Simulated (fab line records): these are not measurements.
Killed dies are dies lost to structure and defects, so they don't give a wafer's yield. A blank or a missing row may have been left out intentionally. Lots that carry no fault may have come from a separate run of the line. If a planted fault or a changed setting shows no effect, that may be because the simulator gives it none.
A sampling plan put to the test / flow n5_finfet / one fab line, 31 faults that these records tell of, each judged on the records of the lots that it struck; 2 more are left out, because the records don't allow judging them
The line's own looks make up the plan; these are the steps of the route where a gauge or inspection reads the wafer and leaves it unchanged. A look is open to judgement when struck wafers have a number at it and the file gives its usual mean and standard deviation on fault-free wafers. Caught: the struck wafers' mean, at a look after the fault's first step, is 4 or more of those standard deviations (sigma) away from the usual mean. On the tool: the fault's steps, tested the same way using the tool's own readings. Caught also covers a different recipe on the struck wafers, or a record left blank for those wafers only.

## THE FAULTS, as the simulator had put them in
1. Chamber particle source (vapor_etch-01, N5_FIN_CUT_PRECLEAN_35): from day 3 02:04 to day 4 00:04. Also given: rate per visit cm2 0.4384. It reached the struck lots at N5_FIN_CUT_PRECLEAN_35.
2. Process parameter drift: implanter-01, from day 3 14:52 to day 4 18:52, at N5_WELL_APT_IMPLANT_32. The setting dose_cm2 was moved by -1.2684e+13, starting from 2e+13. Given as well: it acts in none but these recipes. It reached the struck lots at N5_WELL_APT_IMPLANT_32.
3. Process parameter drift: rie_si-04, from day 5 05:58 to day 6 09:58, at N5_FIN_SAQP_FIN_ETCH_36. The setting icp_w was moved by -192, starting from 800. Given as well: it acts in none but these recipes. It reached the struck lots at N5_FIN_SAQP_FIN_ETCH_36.
4. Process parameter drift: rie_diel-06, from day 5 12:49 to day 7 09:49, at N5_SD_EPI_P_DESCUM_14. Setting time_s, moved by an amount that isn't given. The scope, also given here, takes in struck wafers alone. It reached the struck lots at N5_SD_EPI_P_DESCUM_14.
5. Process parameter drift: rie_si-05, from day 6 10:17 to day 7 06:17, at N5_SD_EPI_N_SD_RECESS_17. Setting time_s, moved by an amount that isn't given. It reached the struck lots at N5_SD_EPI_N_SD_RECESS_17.
6. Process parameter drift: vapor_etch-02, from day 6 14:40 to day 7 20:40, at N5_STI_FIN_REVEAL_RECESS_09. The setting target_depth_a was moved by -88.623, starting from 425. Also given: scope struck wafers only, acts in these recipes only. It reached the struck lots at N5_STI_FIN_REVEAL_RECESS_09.
7. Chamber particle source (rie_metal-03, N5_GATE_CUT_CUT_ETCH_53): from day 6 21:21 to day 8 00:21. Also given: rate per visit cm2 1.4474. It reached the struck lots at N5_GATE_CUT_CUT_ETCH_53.
8. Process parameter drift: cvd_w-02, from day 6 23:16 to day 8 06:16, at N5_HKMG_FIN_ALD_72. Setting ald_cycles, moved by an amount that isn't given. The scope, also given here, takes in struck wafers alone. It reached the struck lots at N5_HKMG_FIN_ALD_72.
9. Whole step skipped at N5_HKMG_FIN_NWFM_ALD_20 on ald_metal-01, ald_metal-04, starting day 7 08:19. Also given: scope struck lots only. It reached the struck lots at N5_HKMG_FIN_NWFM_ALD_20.
10. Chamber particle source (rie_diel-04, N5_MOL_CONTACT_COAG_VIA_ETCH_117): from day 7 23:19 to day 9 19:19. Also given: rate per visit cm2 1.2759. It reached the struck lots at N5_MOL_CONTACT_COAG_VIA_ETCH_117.
11. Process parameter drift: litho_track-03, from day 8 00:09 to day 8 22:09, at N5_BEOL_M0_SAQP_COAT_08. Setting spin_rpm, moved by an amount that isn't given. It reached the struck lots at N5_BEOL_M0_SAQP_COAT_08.
12. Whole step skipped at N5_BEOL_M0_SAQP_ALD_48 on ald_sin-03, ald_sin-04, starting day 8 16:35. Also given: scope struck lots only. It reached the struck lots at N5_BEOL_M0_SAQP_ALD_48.
13. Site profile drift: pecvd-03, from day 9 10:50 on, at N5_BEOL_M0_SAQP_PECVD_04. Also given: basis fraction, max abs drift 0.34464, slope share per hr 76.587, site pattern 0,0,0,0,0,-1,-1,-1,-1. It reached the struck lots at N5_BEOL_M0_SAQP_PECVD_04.
14. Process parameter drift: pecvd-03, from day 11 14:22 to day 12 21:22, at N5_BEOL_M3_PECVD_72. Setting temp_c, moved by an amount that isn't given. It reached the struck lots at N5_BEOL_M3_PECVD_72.
15. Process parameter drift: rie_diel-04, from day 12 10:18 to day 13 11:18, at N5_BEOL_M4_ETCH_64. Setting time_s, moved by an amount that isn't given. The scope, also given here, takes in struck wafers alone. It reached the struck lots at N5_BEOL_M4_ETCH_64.
16. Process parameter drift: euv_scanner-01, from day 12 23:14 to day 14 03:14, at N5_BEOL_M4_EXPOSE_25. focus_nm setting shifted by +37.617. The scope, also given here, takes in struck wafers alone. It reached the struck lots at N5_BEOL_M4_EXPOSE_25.
17. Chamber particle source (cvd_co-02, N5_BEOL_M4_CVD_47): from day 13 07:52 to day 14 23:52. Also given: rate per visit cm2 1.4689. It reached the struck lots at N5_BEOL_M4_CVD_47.
18. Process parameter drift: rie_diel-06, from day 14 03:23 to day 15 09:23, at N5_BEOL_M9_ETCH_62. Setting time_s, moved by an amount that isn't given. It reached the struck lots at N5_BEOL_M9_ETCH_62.
19. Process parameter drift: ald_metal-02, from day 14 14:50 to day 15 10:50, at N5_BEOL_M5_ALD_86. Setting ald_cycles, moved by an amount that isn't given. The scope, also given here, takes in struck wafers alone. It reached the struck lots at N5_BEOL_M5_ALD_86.
20. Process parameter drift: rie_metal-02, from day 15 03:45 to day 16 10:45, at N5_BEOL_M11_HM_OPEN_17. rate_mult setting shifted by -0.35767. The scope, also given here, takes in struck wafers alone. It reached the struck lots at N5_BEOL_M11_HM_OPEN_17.
21. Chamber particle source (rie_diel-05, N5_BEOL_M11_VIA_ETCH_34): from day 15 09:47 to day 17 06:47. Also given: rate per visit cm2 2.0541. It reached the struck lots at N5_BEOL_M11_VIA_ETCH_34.
22. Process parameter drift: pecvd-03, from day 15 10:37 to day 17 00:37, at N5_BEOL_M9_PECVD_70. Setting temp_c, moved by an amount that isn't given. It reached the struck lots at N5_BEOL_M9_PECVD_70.
23. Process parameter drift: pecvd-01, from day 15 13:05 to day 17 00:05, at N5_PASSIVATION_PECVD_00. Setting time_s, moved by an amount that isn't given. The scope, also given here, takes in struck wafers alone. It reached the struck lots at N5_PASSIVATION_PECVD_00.
24. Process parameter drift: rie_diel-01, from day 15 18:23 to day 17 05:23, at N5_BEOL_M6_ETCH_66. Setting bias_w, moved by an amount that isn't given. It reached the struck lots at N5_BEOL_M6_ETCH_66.
25. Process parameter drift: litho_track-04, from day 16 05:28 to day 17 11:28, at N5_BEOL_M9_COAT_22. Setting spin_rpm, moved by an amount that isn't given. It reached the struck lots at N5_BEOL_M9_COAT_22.
26. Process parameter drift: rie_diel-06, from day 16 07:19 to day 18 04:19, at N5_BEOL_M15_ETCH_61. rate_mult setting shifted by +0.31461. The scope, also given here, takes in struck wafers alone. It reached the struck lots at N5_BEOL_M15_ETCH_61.
27. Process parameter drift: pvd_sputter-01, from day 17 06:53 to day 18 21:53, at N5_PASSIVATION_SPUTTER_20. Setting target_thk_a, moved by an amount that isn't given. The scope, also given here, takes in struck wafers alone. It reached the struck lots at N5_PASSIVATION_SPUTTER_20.
28. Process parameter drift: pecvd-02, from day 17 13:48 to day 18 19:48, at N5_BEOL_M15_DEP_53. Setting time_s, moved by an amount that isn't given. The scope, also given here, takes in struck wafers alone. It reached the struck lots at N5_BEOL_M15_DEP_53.
29. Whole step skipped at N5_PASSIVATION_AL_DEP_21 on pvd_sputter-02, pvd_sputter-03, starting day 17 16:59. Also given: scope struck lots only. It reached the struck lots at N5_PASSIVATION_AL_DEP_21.
30. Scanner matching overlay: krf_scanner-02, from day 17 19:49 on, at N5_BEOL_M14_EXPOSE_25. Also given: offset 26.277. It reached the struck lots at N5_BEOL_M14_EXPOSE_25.
31. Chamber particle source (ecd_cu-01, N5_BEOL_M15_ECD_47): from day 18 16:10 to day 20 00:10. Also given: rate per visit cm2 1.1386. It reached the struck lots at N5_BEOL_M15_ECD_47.

## WHAT THE PLAN SAW
fault=1; on the tool itself=under 2 sigma; first look that catches it=N5_FIN_CUT_INSPECT_17; reading, sigma=raw_defect_count +4.3; median hours from its first step to that look=0.4; hours from the fault's start to the first struck lot there=3; judged looks passed uncaught=0
fault=2; on the tool itself=dose_ions_cm2 -99 or beyond sigma; first look that catches it=N5_BEOL_M4_RC_MEAS_101; reading, sigma=CJ_N -25; median hours from its first step to that look=226.2; hours from the fault's start to the first struck lot there=222; judged looks passed uncaught=1
fault=3; on the tool itself=rf_fwd_power_W -73 sigma; first look that catches it=N5_FIN_SAQP_OCD_MEAS_76; reading, sigma=trench_depth_nm -11; median hours from its first step to that look=0.2; hours from the fault's start to the first struck lot there=14; judged looks passed uncaught=0
fault=4; on the tool itself=under 2 sigma; first look that catches it=not the one look that can be judged after it; reading, sigma=-; median hours from its first step to that look=-; hours from the fault's start to the first struck lot there=-; judged looks passed uncaught=1
fault=5; on the tool itself=under 2 sigma; first look that catches it=N5_BEOL_M4_RC_MEAS_101; reading, sigma=CJ_N -24; median hours from its first step to that look=180.0; hours from the fault's start to the first struck lot there=187; judged looks passed uncaught=1
fault=6; on the tool itself=under 2 sigma; first look that catches it=N5_STI_FIN_REVEAL_FIN_H_MEAS_10; reading, sigma=trench_depth_nm -12; median hours from its first step to that look=2.8; hours from the fault's start to the first struck lot there=6; judged looks passed uncaught=1
fault=7; on the tool itself=under 2 sigma; first look that catches it=not the one look that can be judged after it; reading, sigma=-; median hours from its first step to that look=-; hours from the fault's start to the first struck lot there=-; judged looks passed uncaught=1
fault=8; on the tool itself=under 2 sigma; first look that catches it=not the one look that can be judged after it; reading, sigma=-; median hours from its first step to that look=-; hours from the fault's start to the first struck lot there=-; judged looks passed uncaught=1
fault=9; on the tool itself=the tool's record is blank for the struck wafers; first look that catches it=N5_BEOL_M4_RC_MEAS_101; reading, sigma=IOFF_P_LONG +99 or beyond; median hours from its first step to that look=150.8; hours from the fault's start to the first struck lot there=155; judged looks passed uncaught=0
fault=10; on the tool itself=under 2 sigma; first look that catches it=no look after it can be judged; reading, sigma=-; median hours from its first step to that look=-; hours from the fault's start to the first struck lot there=-; judged looks passed uncaught=0
fault=11; on the tool itself=spin_speed_rpm +99 or beyond sigma; first look that catches it=none of the 4 looks that can be judged after it; reading, sigma=-; median hours from its first step to that look=-; hours from the fault's start to the first struck lot there=-; judged looks passed uncaught=4
fault=12; on the tool itself=the tool's record is blank for the struck wafers; first look that catches it=no look after it can be judged; reading, sigma=-; median hours from its first step to that look=-; hours from the fault's start to the first struck lot there=-; judged looks passed uncaught=0
fault=13; on the tool itself=under 2 sigma; first look that catches it=N5_BEOL_M0_SAQP_THK_MEAS_05; reading, sigma=thk_nm -14; median hours from its first step to that look=0.1; hours from the fault's start to the first struck lot there=12; judged looks passed uncaught=0
fault=14; on the tool itself=susceptor_temp_C +19 sigma; first look that catches it=not the one look that can be judged after it; reading, sigma=-; median hours from its first step to that look=-; hours from the fault's start to the first struck lot there=-; judged looks passed uncaught=1
fault=15; on the tool itself=under 2 sigma; first look that catches it=N5_BEOL_M4_OCD_MEAS_38; reading, sigma=trench_depth_nm -55; median hours from its first step to that look=7.9; hours from the fault's start to the first struck lot there=9; judged looks passed uncaught=1
fault=16; on the tool itself=under 2 sigma; first look that catches it=N5_BEOL_M4_CD_MEAS_28; reading, sigma=cd_nm -11; median hours from its first step to that look=0.1; hours from the fault's start to the first struck lot there=14; judged looks passed uncaught=0
fault=17; on the tool itself=no reading that can be judged; first look that catches it=not the one look that can be judged after it; reading, sigma=-; median hours from its first step to that look=-; hours from the fault's start to the first struck lot there=-; judged looks passed uncaught=1
fault=18; on the tool itself=under 2 sigma; first look that catches it=no look after it can be judged; reading, sigma=-; median hours from its first step to that look=-; hours from the fault's start to the first struck lot there=-; judged looks passed uncaught=0
fault=19; on the tool itself=under 2 sigma; first look that catches it=N5_BEOL_M15_RC_MEAS_101; reading, sigma=COMB_M5_max_site +6.0; median hours from its first step to that look=87.7; hours from the fault's start to the first struck lot there=87; judged looks passed uncaught=0
fault=20; on the tool itself=under 2 sigma; first look that catches it=N5_BEOL_M11_OCD_MEAS_38; reading, sigma=trench_depth_nm -71; median hours from its first step to that look=1.4; hours from the fault's start to the first struck lot there=10; judged looks passed uncaught=0
fault=21; on the tool itself=under 2 sigma; first look that catches it=no look after it can be judged; reading, sigma=-; median hours from its first step to that look=-; hours from the fault's start to the first struck lot there=-; judged looks passed uncaught=0
fault=22; on the tool itself=susceptor_temp_C -96 sigma; first look that catches it=not the one look that can be judged after it; reading, sigma=-; median hours from its first step to that look=-; hours from the fault's start to the first struck lot there=-; judged looks passed uncaught=1
fault=23; on the tool itself=under 2 sigma; first look that catches it=no look after it can be judged; reading, sigma=-; median hours from its first step to that look=-; hours from the fault's start to the first struck lot there=-; judged looks passed uncaught=0
fault=24; on the tool itself=bias_w -13 sigma; first look that catches it=no look after it can be judged; reading, sigma=-; median hours from its first step to that look=-; hours from the fault's start to the first struck lot there=-; judged looks passed uncaught=0
fault=25; on the tool itself=spin_speed_rpm +96 sigma; first look that catches it=none of the 3 looks that can be judged after it; reading, sigma=-; median hours from its first step to that look=-; hours from the fault's start to the first struck lot there=-; judged looks passed uncaught=3
fault=26; on the tool itself=under 2 sigma; first look that catches it=no look after it can be judged; reading, sigma=-; median hours from its first step to that look=-; hours from the fault's start to the first struck lot there=-; judged looks passed uncaught=0
fault=27; on the tool itself=under 2 sigma; first look that catches it=no look after it can be judged; reading, sigma=-; median hours from its first step to that look=-; hours from the fault's start to the first struck lot there=-; judged looks passed uncaught=0
fault=28; on the tool itself=under 2 sigma; first look that catches it=not the one look that can be judged after it; reading, sigma=-; median hours from its first step to that look=-; hours from the fault's start to the first struck lot there=-; judged looks passed uncaught=1
fault=29; on the tool itself=the tool's record is blank for the struck wafers; first look that catches it=no look after it can be judged; reading, sigma=-; median hours from its first step to that look=-; hours from the fault's start to the first struck lot there=-; judged looks passed uncaught=0
fault=30; on the tool itself=under 2 sigma; first look that catches it=N5_BEOL_M14_OVL_MEAS_29; reading, sigma=M14_OVL +7.1; median hours from its first step to that look=0.2; hours from the fault's start to the first struck lot there=1; judged looks passed uncaught=1
fault=31; on the tool itself=no reading that can be judged; first look that catches it=no look after it can be judged; reading, sigma=-; median hours from its first step to that look=-; hours from the fault's start to the first struck lot there=-; judged looks passed uncaught=0
Dash: fault not caught, or number not given in these records.

Caught at a look: 12 of 31. Caught on the tool: 10 of 31. By one or the other: 19 of 31.
On the tool alone, faults 11, 12, 14, 22, 24, 25, 29 were caught.
Caught at a look alone: faults 1, 5, 6, 13, 15, 16, 19, 20, 30.
Caught by neither: faults 4, 7, 8, 10, 17, 18, 21, 23, 26, 27, 28, 31.

## THINNER SAMPLING
Were the look that catches a fault to measure just every second or every third lot (counted by lot number), the first struck lot would, at worst, be measured this late:
fault=1; struck lots at that look, in order of time=L782, L783; every lot=3 h; every second lot=8 h; every third lot=may miss all 2
fault=2; struck lots at that look, in order of time=L581, L579, L583; every lot=222 h; every second lot=may miss all 3; every third lot=251 h
fault=3; struck lots at that look, in order of time=L659, L660; every lot=14 h; every second lot=22 h; every third lot=may miss all 2
fault=5; struck lots at that look, in order of time=L411, L413; every lot=187 h; every second lot=may miss all 2; every third lot=may miss all 2
fault=6; struck lots at that look, in order of time=L277, L279; every lot=6 h; every second lot=may miss all 2; every third lot=may miss all 2
fault=9; struck lots at that look, in order of time=L224, L226, L225; every lot=155 h; every second lot=165 h; every third lot=165 h
fault=13; struck lots at that look, in order of time=L640, L641; every lot=12 h; every second lot=13 h; every third lot=may miss all 2
fault=15; struck lots at that look, in order of time=L445; every lot=9 h; every second lot=may miss it; every third lot=may miss it
fault=16; struck lots at that look, in order of time=L467, L471, L470; every lot=14 h; every second lot=24 h; every third lot=may miss all 3
fault=19; struck lots at that look, in order of time=L655, L656, L660; every lot=87 h; every second lot=90 h; every third lot=94 h
fault=20; struck lots at that look, in order of time=L436, L437, L432; every lot=10 h; every second lot=15 h; every third lot=27 h
fault=30; struck lots at that look, in order of time=L598, L601; every lot=1 h; every second lot=4 h; every third lot=may miss all 2
Hours count from the start of the fault until the first struck lot that is measured. 4 sigma limit: tested on the pooled struck wafers, so a lone lot may be under it. Other struck lots may not be in these records.

## THE LONGEST TIMED WAY FROM STEP TO LOOK
Fault 2: the median time between N5_WELL_APT_IMPLANT_32 and N5_BEOL_M4_RC_MEAS_101 is 226.2 hours. The look between them that can be judged stayed within 4 sigma: N5_WELL_APT_INSPECT_38.
